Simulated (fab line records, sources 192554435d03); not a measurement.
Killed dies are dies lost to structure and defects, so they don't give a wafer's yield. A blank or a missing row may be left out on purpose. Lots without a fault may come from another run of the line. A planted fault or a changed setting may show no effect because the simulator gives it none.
A struck lot beside a sound one | flow n5_finfet | 21 steps out of a route of 1938
Sound: wafers L334.1, L334.3, L334.4. Struck: wafer L338.2. (L338.1, L338.5 of the same lot were not struck and are left out.) The cause comes at the end.
At each step with rows: each side's tool, then ch and its chambers, then its first start. Under that, the readings that differ: sound wafers | struck wafers | difference of the means | sigmas: that difference in standard deviations of wafers without a fault.
alike: readings whose means differ by less than 2 such deviations, and words and numbers that are the same on both sides. not compared: withheld readings, readings that some wafer has no value for, bounds like >300 that may hide the same value, and numbers for which the record gives no deviation and whose values overlap.
The two part at a step that has a row with sigmas, a row that says differs or no value, or rows on one side only. Numbers that don't overlap but have no deviation are shown without sigmas and don't part them. A reading that every wafer of one side lacks parts them only if that side has two wafers or more.

first, 9 steps without rows for these wafers: N5_FIN_SAQP_EXPOSE_13 (exposes mask FIN CORE, target cd 35.6 nm); N5_FIN_SAQP_PEB_14 (peb time 60 s); N5_FIN_SAQP_DEVELOP_15 (develop time 30 s); N5_FIN_SAQP_DESCUM_21 (chemistry O2, time 7.9 s); N5_FIN_SAQP_ETCH_51 (etches SiARC in CF4, target depth 45.5 nm, time 75.8 s); N5_FIN_SAQP_ETCH_52 (etches SOC in N2/H2, target depth 100 nm, overetch 20 nm, time 150 s); N5_FIN_SAQP_STRIP_53 (strips in N2/H2); N5_FIN_SAQP_HM_OPEN_73 (chemistry CHF3/O2, target SiO2, stops on a-Si, target depth 12 nm, time 16.8 s); N5_FIN_SAQP_STRIP_74 (strips in CHF3/O2).
N5_FIN_SAQP_MANDREL_ETCH_22: etches a-Si in HBr/Cl2, stops on SiNx, target depth 60 nm, bt time 10 s, time 30 s.
  sound on rie_si-06 ch 1,2,3, day 4 03:43; struck on rie_si-06 ch 3, day 5 05:46
  reading                                     | sound             | struck | difference | sigmas
  rf_fwd_power_W (W)                          | 796.8 792.4 800.3 | 983.7  | +187.2     | +62
  model.SOC_of_FIN_SAQP_COAT_49.thk_nm (nm)   | 75.62 75.99 75.92 | 73.67  | -2.17      |
  model.SiNx_of_FIN_SAQP_PECVD_48.thk_nm (nm) | 24.75 24.8 25.17  | 23.55  | -1.36      |
  alike: HBr_flow_sccm, drypump_motor_current_A, oes_product_au, throttle_valve_pct
  not compared: rf_hours_counter_h
then, 7 steps without rows for these wafers: N5_FIN_SAQP_STRIP_55 (strips in N2/H2); N5_FIN_SAQP_STRIP_23 (strips in SPM, time 750 s); N5_FIN_SAQP_SRD_66 (time 30 s); N5_FIN_SAQP_RECESS_75 (chemistry HF/NH3, target SiO2, target depth 14.4 nm, afs cycles 3, sublimation time 60 s); N5_FIN_SAQP_SPACER1_ALD_24 (deposits SiO2, target thk 20.3 nm, pulse time 1 s, purge time 2 s); N5_FIN_SAQP_SPACER1_ETCHBACK_25 (etches SiO2 in CHF3/O2, target depth 24.4 nm, time 12.2 s); N5_FIN_SAQP_MANDREL1_REMOVE_56 (chemistry HBr/Cl2/O2, target a-Si, stops on SiNx, bt time 10 s).
N5_FIN_SAQP_ETCH_57: etches SiNx in CH3F/O2, target depth 32.5 nm, time 46.4 s.
  sound on rie_diel-02 ch 0,1,3, day 4 05:31; struck on rie_diel-01 ch 0, day 5 07:37
  reading                  | sound            | struck | difference | sigmas
  etch_rf_on_time_s (s)    | 45.5 46.1 46.8   | 44.0   | -2.1       | -3
  rf_hours_counter_h (h)   | 89 157 55        | 199    | +99        |
  model.etch.depth_nm (nm) | 24.75 24.8 25.17 | 23.55  | -1.36      |
  alike: drypump_motor_current_A, oes_product_au, rf_fwd_power_W, rf_vpp_V, showerhead_plenum_p_Torr, throttle_valve_pct
then, 1 step without rows for these wafers: N5_FIN_SAQP_ETCH_65 (etches SiO2 in CF4, target depth 4 nm, time 4.4 s).
-- the record jumps here: 6 days lie between the struck wafers' starts before and after (it left off in module FIN_SAQP and takes up again in module BEOL_M4, whose first step shown is number 1111 of the route) --
N5_BEOL_M4_RC_MEAS_101:
  sound on prober-01 ch 0, day 11 06:16; struck on prober-02 ch 0, day 11 06:25
  alike: DIBL_N, DIBL_P, IOFF_N, IOFF_P, ION_N, ION_P, SS_N, SS_P, VT_N, VT_P
-- the record jumps here: 5 days lie between the struck wafers' starts before and after (it left off in module BEOL_M4 and takes up again in module PASSIVATION, whose first step shown is number 1936 of the route) --
N5_PASSIVATION_PROBE_49:
  sound on prober-01, day 15 20:25; struck on prober-02, day 15 20:28
  reading         | sound | struck | difference | sigmas
  killed_at_other | 1 3 4 | 8      | +5         | +2
  alike: defect_limited_yield, killed_at_M0_to_M3, killed_at_M4_up, killed_at_contacts, killed_at_front_end, killed_dies, killed_open, killed_short, sort_bin_5_function, sort_bin_6_memory, sort_n_pass, sort_yield_pct

WHERE THEY PART
First at N5_FIN_SAQP_MANDREL_ETCH_22; last, within this record, at N5_PASSIVATION_PROBE_49.

WHY: what the simulator had put in
Process parameter drift: rie_si-06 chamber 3, from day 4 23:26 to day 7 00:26, at N5_FIN_SAQP_MANDREL_ETCH_22. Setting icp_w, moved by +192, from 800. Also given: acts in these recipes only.
